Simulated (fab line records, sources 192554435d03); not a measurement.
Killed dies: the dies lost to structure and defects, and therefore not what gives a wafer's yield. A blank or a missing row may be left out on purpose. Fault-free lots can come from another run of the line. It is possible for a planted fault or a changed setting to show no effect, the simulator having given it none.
fab line records -- flow n5_finfet
[record] lots = 7, wafers = 39
route steps=1938 shown FIN_SAQP@120 SD_EPI_N@277 HKMG_FIN@402 GATE_CUT@466 MOL_CONTACT_COAG@523 PASSIVATION@1936
start_h: hours from the record's first day to the start of the lot's first wafer shown -- wait_h: hours since the lot's step before -- " same as the row above -- L1.1+2: several wafers, shown together as one row -- - value missing, or start not given -- * or withheld: withheld -- < > ~ a bound
route shown NAME@n: a module of which the file shows steps, and the number in the route of the first -- usual: mean/standard deviation of fault-free wafers -- same: alike in all rows -- chamber/n: place in a boat -- sites: each site's reading -- _std_site: standard deviation of those values -- _edge_site: mean of outer sites minus mean of inner sites -- radius_mm: how far each site lies from the wafer's centre -- mask NAME#n: copy n -- behind: the most recent tool/chamber to have shaped the wafer -- hold: why the lot went on hold/how many hours it stayed there/how the hold came to an end -- device: the transistor (n, p or np) that didn't switch -- end of line: tests run on the same wafers once the route is complete -- a step with no rows: only its recipe -- killed: not the wafer's yield, but the dies lost to structure and defects at the first sort -- map: a wafer's dies, x killed, . not, _ none there
set.NAME: the run value of the setting; set.NAME@STEP: its run value at that earlier step -- model.NAME: the simulator's own value behind a step, which no gauge read
lots where settings were altered on purpose, with a table for each step and a row for each wafer
[[steps]]
[step N5_FIN_SAQP_MANDREL_ETCH_22]
[recipe] target_depth_a = 600, chemistry = HBr/Cl2, target = a-Si, stop_on = SiNx, bt_time_s = 10, over_etch_frac = 0.5, time_s = 30, pressure_mtorr = 10, icp_w = 800, bias_w = 75, HBr_flow_sccm = 150, Cl2_flow_sccm = 80, ends = end_point
[step N5_FIN_SAQP_SPACER1_ALD_24]
[recipe] material = SiO2, target_thk_a = 203, temp_c = 300, ald_precursor_family = BDEAS, ald_co_reactant = O2-plasma, pulse_time_s = 1, purge_time_s = 2, co_reactant_purge_time_s = 2, ald_cycles = 218, pressure_torr = 2
[step N5_SD_EPI_N_ETCHBACK_44]
[recipe] chemistry = CH3F/O2, mode = anisotropic_etchback, target = SiNx, target_depth_a = 145, stop_on = SiO2, over_etch_frac = 0.3, ion_energy_ev = 120, pressure_mtorr = 30, source_w = 395, bias_w = 73, Ar_flow_sccm = 150, CH3F_flow_sccm = 30, O2_flow_sccm = 20
[step N5_HKMG_FIN_ETCH_54]
[recipe] chemistry = CF4, target = SiARC, target_depth_a = 455, mask_material = CAR-ArF, time_s = 75.8, ion_energy_ev = 80, pressure_mtorr = 40, source_w = 545, bias_w = 36, Ar_flow_sccm = 100, cf4_flow_sccm = 100, ends = cleared
[step N5_HKMG_FIN_ETCH_31]
[step N5_GATE_CUT_ETCH_56]
[recipe] chemistry = Cl2/Ar, target = TiN, target_depth_a = 216, pressure_mtorr = 10, icp_w = 600, bias_w = 60, Cl2_flow_sccm = 40, Ar_flow_sccm = 60
[step N5_GATE_CUT_ETCH_58]
[recipe] chemistry = CH3F/O2, target = SiNx, target_depth_a = 170, time_s = 128.6, ion_energy_ev = 50, pressure_mtorr = 30, source_w = 415, bias_w = 21, Ar_flow_sccm = 150, CH3F_flow_sccm = 30, O2_flow_sccm = 20
[step N5_MOL_CONTACT_COAG_EXPOSE_05]
[recipe] mask_id = CA, na = 0.33, source_shape = annular, sigma_inner = 0.4, sigma_outer = 0.8, polarization = unpolarized, defocus_nm = 0, dose_mj = 38.25
[step N5_MOL_CONTACT_COAG_ETCHBACK_134]
[recipe] chemistry = CHF3, target = SiO2, target_depth_a = 100, time_s = 6.7, ion_energy_ev = 200, pressure_mtorr = 30, source_w = 610, bias_w = 170, Ar_flow_sccm = 200, CHF3_flow_sccm = 50
[step N5_PASSIVATION_PROBE_49]
[usual] killed_at_front_end = 40/11, sort_bin_5_function = 5.2/0.97, sort_n_pass = 1075/17, sort_yield_pct = 91.1/1.4
lot.wafer,tool,chamber,start_h,wait_h,set.icp_w@FIN_SAQP_MANDREL_ETCH_22,set.ald_cycles@FIN_SAQP_SPACER1_ALD_24,set.over_etch_frac@SD_EPI_N_ETCHBACK_44,set.bias_w@HKMG_FIN_ETCH_54,set.bias_w@HKMG_FIN_ETCH_31,set.bias_w@GATE_CUT_ETCH_56,set.bias_w@GATE_CUT_ETCH_58,set.dose_mj@MOL_CONTACT_COAG_EXPOSE_05,set.target_depth_a@MOL_CONTACT_COAG_ETCHBACK_134,killed_at_front_end,sort_bin_5_function[%],sort_n_pass,sort_yield_pct[%]
L074.1,prober-02,-,384.78,0.0,800,218,0.2789,36,36,60,23.47,36.51,91.22,42,5.0,1081,91.6
L074.2,prober-02,-,384.83,0.1,927.6,189,0.3,36,41.48,60,21,36.51,100,44,5.6,1081,91.6
L074.3,prober-02,-,384.88,0.1,800,218,0.3,30.87,36,60,23.47,38.25,91.22,28,4.9,1093,92.6
L074.4,prober-02,-,384.93,0.2,927.6,218,0.3,36,41.48,60,21,38.25,91.22,42,5.4,1069,90.6
L074.5,prober-02,-,384.98,0.2,927.6,189,0.2789,30.87,36,60,21,38.25,100,51,5.9,1058,89.7
L074.6,prober-02,-,385.03,0.3,800,189,0.2789,30.87,41.48,60,23.47,36.51,100,48,5.7,1070,90.7
L079.1,prober-01,-,403.39,0.0,800,218,0.3,36,36,60,21,38.25,100,58,6.0,1050,89.0
L079.3,prober-01,-,403.49,0.1,800,218,0.3,36,36,60,21,38.25,100,53,5.9,1055,89.4
L079.6,prober-01,-,403.64,0.3,800,218,0.3,36,36,60,21,38.25,100,39,4.3,1080,91.5
L081.1,prober-02,-,407.84,0.0,664.9,251,0.3,36,31.69,60,21,39.22,94.6,891,77.3,228,19.3
L081.2,prober-02,-,407.89,0.1,664.9,218,0.3216,39.34,31.69,51.06,19.55,38.25,100,26,5.5,1084,91.9
L081.3,prober-02,-,407.94,0.1,800,218,0.3,36,36,51.06,19.55,38.25,94.6,16,4.6,1081,91.6
L081.4,prober-02,-,407.99,0.2,664.9,251,0.3,39.34,36,51.06,21,39.22,94.6,879,76.7,233,19.7
L081.5,prober-02,-,408.04,0.2,800,251,0.3216,36,31.69,60,21,38.25,100,880,76.7,239,20.3
L081.6,prober-02,-,408.09,0.3,800,218,0.3216,39.34,36,60,19.55,39.22,100,43,6.5,1056,89.5
L080.1,prober-01,-,412.19,0.0,654.7,218,0.3,36,36,60,21,38.25,93.33,44,6.6,1037,87.9
L080.2,prober-01,-,412.24,0.1,654.7,218,0.3,36,39.62,67.48,21,38.25,100,59,7.1,1048,88.8
L080.3,prober-01,-,412.29,0.1,800,218,0.3,36,39.62,60,21,38.25,93.33,56,6.4,1051,89.1
L080.4,prober-01,-,412.34,0.2,800,218,0.3,36,36,67.48,23.04,38.25,100,26,5.9,1071,90.8
L080.5,prober-01,-,412.39,0.2,654.7,218,0.3,36,39.62,67.48,23.04,38.25,93.33,43,5.8,1057,89.6
L080.6,prober-01,-,412.44,0.3,800,218,0.3,36,36,60,23.04,38.25,100,63,6.9,1032,87.5
L082.1,prober-02,-,413.05,0.0,800,200,0.3,36,30.46,60,21,38.25,110,49,3.6,1084,91.9
L082.2,prober-02,-,413.10,0.1,800,218,0.3,36,36,60,21,40.61,100,39,5.1,1079,91.4
L082.3,prober-02,-,413.15,0.1,730.3,200,0.3,36,36,49.6,21,38.25,110,32,5.1,1090,92.4
L082.4,prober-02,-,413.20,0.2,730.3,218,0.3,36,36,60,21,40.61,110,46,5.8,1056,89.5
L082.5,prober-02,-,413.25,0.2,800,218,0.3,36,30.46,49.6,21,38.25,100,48,4.5,1087,92.1
L082.6,prober-02,-,413.30,0.3,730.3,200,0.3,36,30.46,49.6,21,40.61,100,56,6.8,1047,88.7
L084.1,prober-01,-,435.73,0.0,800,218,0.2847,36,29.51,68.79,21,38.25,100,39,4.7,1073,90.9
L084.2,prober-01,-,435.78,0.1,656.3,218,0.3,42.1,29.51,60,21,41.05,86.96,35,4.7,1083,91.8
L084.3,prober-01,-,435.83,0.1,800,218,0.3,42.1,36,60,18.83,41.05,86.96,39,5.5,1076,91.2
L084.4,prober-01,-,435.88,0.2,800,218,0.2847,36,36,60,18.83,38.25,100,27,4.7,1095,92.8
L084.5,prober-01,-,435.93,0.2,656.3,218,0.2847,42.1,29.51,68.79,18.83,38.25,86.96,37,4.7,1078,91.4
L084.6,prober-01,-,435.98,0.3,656.3,218,0.3,36,36,68.79,21,41.05,100,25,4.2,1099,93.1
L091.1,prober-02,-,449.85,0.0,800,218,0.286,36,36,49.78,21,39.8,91.68,62,4.7,1057,89.6
L091.2,prober-02,-,449.90,0.1,800,250,0.3,36,38.88,60,23.39,39.8,100,839,70.9,297,25.2
L091.3,prober-02,-,449.95,0.1,653.3,218,0.286,29.73,36,49.78,23.39,38.25,91.68,47,5.5,1059,89.7
L091.4,prober-02,-,450.00,0.2,653.3,250,0.3,29.73,36,60,21,38.25,91.68,819,70.6,294,24.9
L091.5,prober-02,-,450.05,0.2,800,250,0.286,29.73,38.88,60,21,39.8,100,857,72.2,266,22.5
L091.6,prober-02,-,450.10,0.3,653.3,218,0.3,36,38.88,49.78,23.39,38.25,100,40,5.7,1077,91.3
// killed by level:class
L074.1 FIN_SAQP:geometric_particle:open=11 BEOL_M3:geometric_particle:open=11 FIN_SAQP:geometric_particle:short=6 BEOL_M0_SAQP:geometric_particle:short=5 BEOL_M5:geometric_particle:open=5 SPACER0:geometric_particle:open=4 SPACER0:geometric_particle:short=3 ILD0:geometric_particle:open=3
L074.2 MOL_CONTACT_COAG:geometric_particle:open=19 FIN_SAQP:area_ald=12 FIN_SAQP:geometric_particle:open=9 BEOL_M4:geometric_particle:open=5 DUMMY_GATE:geometric_particle:open=4 FIN_SAQP:geometric_particle:short=3 ILD0:geometric_particle:open=3 BEOL_M0:geometric_particle:open=3
L074.3 MOL_CONTACT_COAG:geometric_particle:open=8 BEOL_M0_SAQP:geometric_particle:short=8 FIN_SAQP:geometric_particle:open=7 BEOL_M0_SAQP:geometric_particle:open=7 DUMMY_GATE:geometric_particle:open=6 MOL_CONTACT_COAG:geometric_particle:short=6 BEOL_M4:geometric_particle:open=6 BEOL_M0:geometric_particle:open=5
L074.4 FIN_SAQP:geometric_particle:open=15 BEOL_M3:geometric_particle:open=10 BEOL_M4:geometric_particle:open=8 BEOL_M0_SAQP:geometric_particle:short=8 MOL_CONTACT_COAG:geometric_particle:open=6 FIN_SAQP:geometric_particle:short=6 BEOL_M0_SAQP:geometric_particle:open=6 BEOL_M1:geometric_particle:open=6
L074.5 BEOL_M0_SAQP:geometric_particle:open=16 FIN_SAQP:geometric_particle:open=15 BEOL_M0_SAQP:geometric_particle:short=15 MOL_CONTACT_COAG:geometric_particle:open=13 FIN_SAQP:area_ald=12 FIN_SAQP:geometric_particle:short=9 BEOL_M4:geometric_particle:open=7 FIN_CUT:geometric_particle:open=4
L074.6 FIN_SAQP:area_ald=17 MOL_CONTACT_COAG:geometric_particle:open=12 BEOL_M0_SAQP:geometric_particle:short=11 BEOL_M3:geometric_particle:open=10 BEOL_M0_SAQP:geometric_particle:open=5 BEOL_M1:geometric_particle:open=5 STI_FIN_REVEAL:geometric_particle:open=4 ILD0:geometric_particle:short=4
L079.1 FIN_SAQP:geometric_particle:open=24 MOL_CONTACT_COAG:geometric_particle:open=14 FIN_SAQP:geometric_particle:short=12 BEOL_M2:geometric_particle:open=9 BEOL_M0_SAQP:geometric_particle:open=7 ILD0:geometric_particle:short=5 BEOL_M5:geometric_particle:open=5 STARTING-WAFER:geometric_particle:open=4
L079.3 FIN_SAQP:geometric_particle:open=16 BEOL_M0_SAQP:geometric_particle:short=11 MOL_CONTACT_COAG:geometric_particle:open=10 BEOL_M0_SAQP:geometric_particle:open=9 BEOL_M4:geometric_particle:open=9 FIN_SAQP:geometric_particle:short=8 STI_FIN_REVEAL:geometric_particle:open=7 BEOL_M1:geometric_particle:open=5
L079.6 FIN_SAQP:geometric_particle:open=15 MOL_CONTACT_COAG:geometric_particle:open=10 BEOL_M1:geometric_particle:open=8 FIN_SAQP:geometric_particle:short=7 BEOL_M0_SAQP:geometric_particle:open=5 BEOL_M3:geometric_particle:short=5 BEOL_M4:geometric_particle:open=5 STI_FIN_REVEAL:geometric_particle:open=4
L081.1 FIN_SAQP:area_ald=864 MOL_CONTACT_COAG:geometric_particle:open=8 BEOL_M0_SAQP:geometric_particle:short=7 BEOL_M2:geometric_particle:open=7 BEOL_M3:geometric_particle:open=6 GATE_CUT:geometric_particle:short=6 BEOL_M0_SAQP:geometric_particle:open=5 BEOL_M4:geometric_particle:open=5
L081.2 BEOL_M0_SAQP:geometric_particle:open=13 MOL_CONTACT_COAG:geometric_particle:open=10 BEOL_M4:geometric_particle:open=9 BEOL_M0_SAQP:geometric_particle:short=8 BEOL_M2:geometric_particle:open=6 DUMMY_GATE:geometric_particle:open=5 BEOL_M1:geometric_particle:open=4 BEOL_M2:geometric_particle:short=4
L081.3 BEOL_M0_SAQP:geometric_particle:short=17 MOL_CONTACT_COAG:geometric_particle:open=10 BEOL_M0_SAQP:geometric_particle:open=9 BEOL_M1:geometric_particle:open=7 BEOL_M3:geometric_particle:open=7 BEOL_M1:geometric_particle:short=5 BEOL_M2:geometric_particle:open=5 STI_FIN_REVEAL:geometric_particle:open=4
L081.4 FIN_SAQP:area_ald=850 BEOL_M2:geometric_particle:open=11 BEOL_M0_SAQP:geometric_particle:short=9 BEOL_M0_SAQP:geometric_particle:open=7 BEOL_M5:geometric_particle:open=6 FIN_SAQP:geometric_particle:open=6 BEOL_M0:geometric_particle:open=6 FIN_SAQP:geometric_particle:short=5
L081.5 FIN_SAQP:area_ald=857 BEOL_M3:geometric_particle:open=10 MOL_CONTACT_COAG:geometric_particle:open=8 BEOL_M0_SAQP:geometric_particle:open=7 BEOL_M1:geometric_particle:open=7 STI_FIN_REVEAL:geometric_particle:open=5 BEOL_M0_SAQP:geometric_particle:short=5 STARTING-WAFER:geometric_particle:open=4
L081.6 BEOL_M2:geometric_particle:open=12 FIN_SAQP:geometric_particle:short=11 BEOL_M1:geometric_particle:open=10 MOL_CONTACT_COAG:geometric_particle:open=9 BEOL_M0_SAQP:geometric_particle:open=9 BEOL_M0_SAQP:geometric_particle:short=7 HKMG_FIN:area_etch=7 BEOL_M4:geometric_particle:open=6
L080.1 MOL_CONTACT_COAG:geometric_particle:open=24 BEOL_M0_SAQP:geometric_particle:open=18 HKMG_FIN:area_etch=14 MOL_CONTACT_COAG:geometric_particle:short=11 BEOL_M0_SAQP:geometric_particle:short=9 BEOL_M3:geometric_particle:open=7 DUMMY_GATE:geometric_particle:open=6 FIN_SAQP:geometric_particle:open=5
L080.2 STI_FIN_REVEAL:geometric_particle:open=20 MOL_CONTACT_COAG:geometric_particle:open=13 BEOL_M1:geometric_particle:open=10 BEOL_M4:geometric_particle:open=9 BEOL_M0_SAQP:geometric_particle:open=8 FIN_SAQP:geometric_particle:short=7 BEOL_M0_SAQP:geometric_particle:short=6 BEOL_M2:geometric_particle:open=5
L080.3 STI_FIN_REVEAL:geometric_particle:open=16 FIN_SAQP:geometric_particle:open=14 MOL_CONTACT_COAG:geometric_particle:open=14 BEOL_M0_SAQP:geometric_particle:open=13 BEOL_M0_SAQP:geometric_particle:short=12 FIN_SAQP:geometric_particle:short=6 BEOL_M4:geometric_particle:open=6 GATE_CUT:geometric_particle:short=5
L080.4 BEOL_M3:geometric_particle:open=12 BEOL_M4:geometric_particle:open=11 BEOL_M0_SAQP:geometric_particle:short=10 MOL_CONTACT_COAG:geometric_particle:open=10 BEOL_M1:geometric_particle:open=9 BEOL_M0_SAQP:geometric_particle:open=6 MIM_TOP_ETCH:geometric_particle:short=5 STI_FIN_REVEAL:geometric_particle:open=4
L080.5 BEOL_M0_SAQP:geometric_particle:short=15 STI_FIN_REVEAL:geometric_particle:open=14 MOL_CONTACT_COAG:geometric_particle:open=13 BEOL_M2:geometric_particle:open=11 BEOL_M0_SAQP:geometric_particle:open=9 GATE_CUT:geometric_particle:short=7 BEOL_M1:geometric_particle:open=6 BEOL_M3:geometric_particle:open=6
L080.6 BEOL_M4:geometric_particle:open=18 BEOL_M0_SAQP:geometric_particle:short=14 STI_FIN_REVEAL:geometric_particle:open=12 BEOL_M1:geometric_particle:open=12 BEOL_M0_SAQP:geometric_particle:open=10 FIN_SAQP:geometric_particle:open=8 MOL_CONTACT_COAG:geometric_particle:open=7 HKMG_FIN:area_etch=7
L082.1 STI_FIN_REVEAL:geometric_particle:open=14 FIN_SAQP:geometric_particle:open=10 MOL_CONTACT_COAG:geometric_particle:open=10 BEOL_M0_SAQP:geometric_particle:open=9 BEOL_M0_SAQP:geometric_particle:short=6 ILD0:geometric_particle:short=5 MOL_CONTACT_COAG:geometric_particle:short=5 GATE_CUT:geometric_particle:short=4
L082.2 MOL_CONTACT_COAG:geometric_particle:open=10 FIN_SAQP:geometric_particle:open=9 FIN_SAQP:geometric_particle:short=8 BEOL_M2:geometric_particle:open=8 BEOL_M0_SAQP:geometric_particle:open=8 GATE_CUT:geometric_particle:open=6 MOL_CONTACT_COAG:geometric_particle:short=5 BEOL_M0_SAQP:geometric_particle:short=5
L082.3 MOL_CONTACT_COAG:geometric_particle:open=10 BEOL_M0_SAQP:geometric_particle:open=10 FIN_SAQP:geometric_particle:open=8 BEOL_M0_SAQP:geometric_particle:short=8 STI_FIN_REVEAL:geometric_particle:open=7 BEOL_M4:geometric_particle:open=6 BEOL_M1:geometric_particle:open=5 STARTING-WAFER:geometric_particle:short=5
L082.4 BEOL_M0_SAQP:geometric_particle:short=15 FIN_SAQP:geometric_particle:short=14 BEOL_M0_SAQP:geometric_particle:open=13 FIN_SAQP:geometric_particle:open=12 BEOL_M1:geometric_particle:open=11 MOL_CONTACT_COAG:geometric_particle:open=7 BEOL_M3:geometric_particle:open=5 STI_FIN_REVEAL:geometric_particle:open=4
L082.5 FIN_SAQP:geometric_particle:open=11 FIN_SAQP:geometric_particle:short=8 MOL_CONTACT_COAG:geometric_particle:open=8 GATE_CUT:geometric_particle:short=6 BEOL_M2:geometric_particle:open=6 ILD0:geometric_particle:short=5 GATE_CUT:geometric_particle:open=5 BEOL_M0_SAQP:geometric_particle:open=5
L082.6 BEOL_M0_SAQP:geometric_particle:open=18 FIN_SAQP:geometric_particle:open=13 FIN_SAQP:geometric_particle:short=12 STI_FIN_REVEAL:geometric_particle:open=11 MOL_CONTACT_COAG:geometric_particle:open=10 BEOL_M0_SAQP:geometric_particle:short=9 BEOL_M4:geometric_particle:open=8 MOL_CONTACT_COAG:geometric_particle:short=6
L084.1 BEOL_M0_SAQP:geometric_particle:short=10 DUMMY_GATE:geometric_particle:open=9 BEOL_M2:geometric_particle:open=8 MOL_CONTACT_COAG:geometric_particle:open=6 BEOL_M0_SAQP:geometric_particle:open=6 FIN_SAQP:geometric_particle:short=5 FIN_SAQP:geometric_particle:open=5 BEOL_M3:geometric_particle:open=5
L084.2 MOL_CONTACT_COAG:geometric_particle:open=9 BEOL_M3:geometric_particle:open=9 BEOL_M2:geometric_particle:open=7 BEOL_M5:geometric_particle:open=7 STARTING-WAFER:geometric_particle:open=6 FIN_SAQP:geometric_particle:short=5 DUMMY_GATE:geometric_particle:open=5 BEOL_M0_SAQP:geometric_particle:short=5
L084.3 BEOL_M3:geometric_particle:open=15 STI_FIN_REVEAL:geometric_particle:open=11 BEOL_M4:geometric_particle:open=8 FIN_SAQP:geometric_particle:open=5 DUMMY_GATE:geometric_particle:open=5 BEOL_M2:geometric_particle:open=5 DUMMY_GATE:geometric_particle:short=4 MOL_CONTACT_COAG:geometric_particle:open=4
L084.4 BEOL_M2:geometric_particle:open=10 FIN_SAQP:geometric_particle:open=8 BEOL_M3:geometric_particle:open=7 BEOL_M0_SAQP:geometric_particle:short=6 BEOL_M4:geometric_particle:open=6 FIN_SAQP:geometric_particle:short=5 DUMMY_GATE:geometric_particle:open=5 MOL_CONTACT_COAG:geometric_particle:open=5
L084.5 BEOL_M2:geometric_particle:open=15 STI_FIN_REVEAL:geometric_particle:open=13 BEOL_M1:geometric_particle:open=8 BEOL_M4:geometric_particle:open=8 FIN_SAQP:geometric_particle:open=7 FIN_SAQP:geometric_particle:short=7 MOL_CONTACT_COAG:geometric_particle:open=7 BEOL_M0_SAQP:geometric_particle:short=5
L084.6 BEOL_M3:geometric_particle:open=12 BEOL_M2:geometric_particle:open=9 BEOL_M0_SAQP:geometric_particle:open=8 FIN_SAQP:geometric_particle:short=6 FIN_SAQP:geometric_particle:open=5 MOL_CONTACT_COAG:geometric_particle:open=5 BEOL_M3:geometric_particle:short=5 BEOL_M4:geometric_particle:open=5
L091.1 HKMG_FIN:area_etch=15 FIN_SAQP:geometric_particle:open=13 FIN_SAQP:geometric_particle:short=12 MOL_CONTACT_COAG:geometric_particle:open=11 STI_FIN_REVEAL:geometric_particle:open=9 BEOL_M3:geometric_particle:open=9 BEOL_M2:geometric_particle:open=7 BEOL_M4:geometric_particle:open=7
L091.2 FIN_SAQP:area_ald=783 STI_FIN_REVEAL:geometric_particle:open=18 FIN_SAQP:geometric_particle:open=16 FIN_SAQP:geometric_particle:short=6 MOL_CONTACT_COAG:geometric_particle:open=6 STARTING-WAFER:geometric_particle:short=6 BEOL_M0_SAQP:geometric_particle:short=5 STI_FIN_REVEAL:geometric_particle:short=4
L091.3 BEOL_M0_SAQP:geometric_particle:open=16 MOL_CONTACT_COAG:geometric_particle:open=13 FIN_SAQP:geometric_particle:short=11 BEOL_M2:geometric_particle:open=9 STI_FIN_REVEAL:geometric_particle:open=8 FIN_SAQP:geometric_particle:open=7 BEOL_M0_SAQP:geometric_particle:short=7 BEOL_M3:geometric_particle:open=6
L091.4 FIN_SAQP:area_ald=774 BEOL_M2:geometric_particle:open=15 FIN_SAQP:geometric_particle:short=11 FIN_SAQP:geometric_particle:open=10 STI_FIN_REVEAL:geometric_particle:open=9 BEOL_M0_SAQP:geometric_particle:short=6 MOL_CONTACT_COAG:geometric_particle:open=5 BEOL_M3:geometric_particle:open=5
L091.5 FIN_SAQP:area_ald=794 HKMG_FIN:area_etch=14 FIN_SAQP:geometric_particle:open=12 FIN_SAQP:geometric_particle:short=11 BEOL_M1:geometric_particle:open=8 BEOL_M2:geometric_particle:open=8 BEOL_M0_SAQP:geometric_particle:short=7 ILD0:geometric_particle:open=6
L091.6 MOL_CONTACT_COAG:geometric_particle:open=17 BEOL_M2:geometric_particle:open=12 FIN_SAQP:geometric_particle:short=10 FIN_SAQP:geometric_particle:open=9 STI_FIN_REVEAL:geometric_particle:open=7 BEOL_M1:geometric_particle:open=5 BEOL_M2:geometric_particle:short=5 BEOL_M0_SAQP:geometric_particle:short=4
[[key]]
[split] step = N5_FIN_SAQP_MANDREL_ETCH_22, setting = icp_w, stated_as = 800
response none clear
[split] step = N5_FIN_SAQP_SPACER1_ALD_24, setting = ald_cycles, stated_as = 218
[response] step = N5_PASSIVATION_PROBE_49, reading = sort_bin_5_function, slope = +3.15, per = 1%, together_with = all, explained = 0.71
[response] step = N5_PASSIVATION_PROBE_49, reading = killed_at_front_end, slope = +37.6, per = 1%, together_with = all, explained = 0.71
[response] step = N5_PASSIVATION_PROBE_49, reading = sort_yield_pct, slope = -3.13, per = 1%, together_with = all, explained = 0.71
[response] step = N5_PASSIVATION_PROBE_49, reading = sort_n_pass, slope = -36.9, per = 1%, together_with = all, explained = 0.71
[split] step = N5_SD_EPI_N_ETCHBACK_44, setting = over_etch_frac, stated_as = 0.3
response none clear
[split] step = N5_HKMG_FIN_ETCH_54, setting = bias_w, stated_as = 36
response none clear
[split] step = N5_HKMG_FIN_ETCH_31, setting = bias_w, stated_as = 36
response none clear
[split] step = N5_GATE_CUT_ETCH_56, setting = bias_w, stated_as = 60
response none clear
[split] step = N5_GATE_CUT_ETCH_58, setting = bias_w, stated_as = 21
response none clear
[split] step = N5_MOL_CONTACT_COAG_EXPOSE_05, setting = dose_mj, stated_as = 38.25
response none clear
[split] step = N5_MOL_CONTACT_COAG_ETCHBACK_134, setting = target_depth_a, stated_as = 100
response none clear
